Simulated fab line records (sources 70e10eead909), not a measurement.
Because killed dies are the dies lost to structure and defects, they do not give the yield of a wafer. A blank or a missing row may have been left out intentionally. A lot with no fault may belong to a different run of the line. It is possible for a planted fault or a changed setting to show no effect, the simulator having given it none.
8D (eight disciplines) problem report, filled in by code + flow nand-harc + the parts of the form that need people (team, actions taken, sign-off) are left out

1. PROBLEM STATEMENT
killed-at-periphery at NHARC_END_SORT_01 reads a mean of 611.0 on 1 wafer of 1 lot; wafers without a fault read 3.2 with a standard deviation of 2.1. So: +99 or more standard deviations from the usual mean.
Seen first at day 31 12:26 on prober-01, wafer L349.6. The record holds 3 wafers of 1 lot with a number at this step. By rule, "out" or "out of limits" means more than 4 standard deviations away from the usual mean. All remaining wafers that have a number are taken as sound.

2. WHAT THIS IS AND IS NOT
| question                    | is                               | is not                                                      |
|-----------------------------|----------------------------------|-------------------------------------------------------------|
| which readings at this step | killed-at-periphery, killed-dies | killed-at-array, killed-at-other, killed-open, killed-short |
| which lots                  | L349                             | -                                                           |
| which wafers of those lots  | L349.6                           | L349.2, L349.5                                              |
| read on which gauges        | prober-01                        | -                                                           |
| when                        | from day 31 12:26                | up to then (2 sound wafers)                                 |

3. THE SUSPECTS, EACH WITH WHAT RULES IT OUT
Counting: if a tool at a process step up to the reading ran every lot that is out, it stays a suspect. Sound lots after the first of them don't rule it out here, since some wafers of a struck lot are sound.
- the gauge at NHARC_END_SORT_01 has been ruled out. All the wafers that are out were read on prober-01, but those of them that NHARC_P_CONTACT_ETCH_36 has rows for are out there too, on other tools.
- rie-diel-12 at NHARC_P_CONTACT_DESCUM_17 (chemistry O2, time 3 s): kept. It ran the lot that is out, L349 (day 13 03:10).
- rie-diel-12 at NHARC_P_CONTACT_ETCH_35 (etches the open film in CF4, target depth 39 nm, time 65 s): kept. It ran the lot that is out, L349 (day 13 03:16).
- rie-diel-12 at NHARC_P_CONTACT_ETCH_36 (etches the open film in N2/H2, target depth 260 nm, time 406.25 s): kept. It ran the lot that is out, L349 (day 13 03:24). Its own readings are out on those wafers: run-length-s.
- pvd-sputter-03 at NHARC_P_CONTACT_DEGAS_38 (time 60 s): kept. It ran the lot that is out, L349 (day 13 04:47).
- The sound lot-mates ran in chamber 3 of rie-diel-12 at NHARC_P_CONTACT_DESCUM_17, but the wafers that are out ran in chamber 0.
- The sound lot-mates ran in chamber 0 of rie-diel-12 at NHARC_P_CONTACT_ETCH_35, but the wafers that are out ran in chamber 3.
- At NHARC_P_CONTACT_ETCH_36, inside rie-diel-12: chamber 0 took the wafers that are out, while their sound lot-mates went through chambers 1, 3.
Left after counting: rie-diel-12 at NHARC_P_CONTACT_DESCUM_17, rie-diel-12 at NHARC_P_CONTACT_ETCH_35, rie-diel-12 at NHARC_P_CONTACT_ETCH_36, pvd-sputter-03 at NHARC_P_CONTACT_DEGAS_38.

4. THE CAUSE (what the simulator had put in)
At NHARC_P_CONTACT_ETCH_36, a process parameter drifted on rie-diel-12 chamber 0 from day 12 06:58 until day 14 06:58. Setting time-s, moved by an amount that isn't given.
This tool is one of the 4 suspects left after counting.

5. SEQUENCE OF EFFECTS, ordered by route
One row per reading whose mean, taken over the struck wafers that have a number, lies over 3 standard deviations from the usual. Scope: only readings with a usual standard deviation given in the record; hours: median across lots of the time from each lot's start at the first step in this table that gives one to its start at this step; sigmas: change in usual standard deviations.
| hours | step                    | reading             | usual   | on struck wafers | change | sigmas      |
|-------|-------------------------|---------------------|---------|------------------|--------|-------------|
| 0     | NHARC_P_CONTACT_ETCH_36 | run-length-s        | 427.7 s | 318.3            | -109.4 | -99 or more |
| 441   | NHARC_END_SORT_01       | killed-at-periphery | 3.2     | 611.0            | +607.8 | +99 or more |
| 441   | NHARC_END_SORT_01       | killed-dies         | 63      | 677              | +614   | +29         |
Its process steps:
- NHARC_P_CONTACT_ETCH_36: etches the open film in N2/H2, target depth 260 nm, time 406.25 s.

6. WHAT WOULD HAVE CAUGHT IT SOONER
In this record the first reading out of limits at a measuring or inspecting step was taken at day 31 12:26, 461 hours after the fault began at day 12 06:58.
Tool's own readings at NHARC_P_CONTACT_ETCH_36, run-length-s: out on all struck wafers the step has rows for; an alarm limit on them would have tripped on the first.
Lots out: 1; all had begun NHARC_P_CONTACT_ETCH_36 on rie-diel-12 by day 31 12:26. None of them would have been spared by holding the tool at that moment.
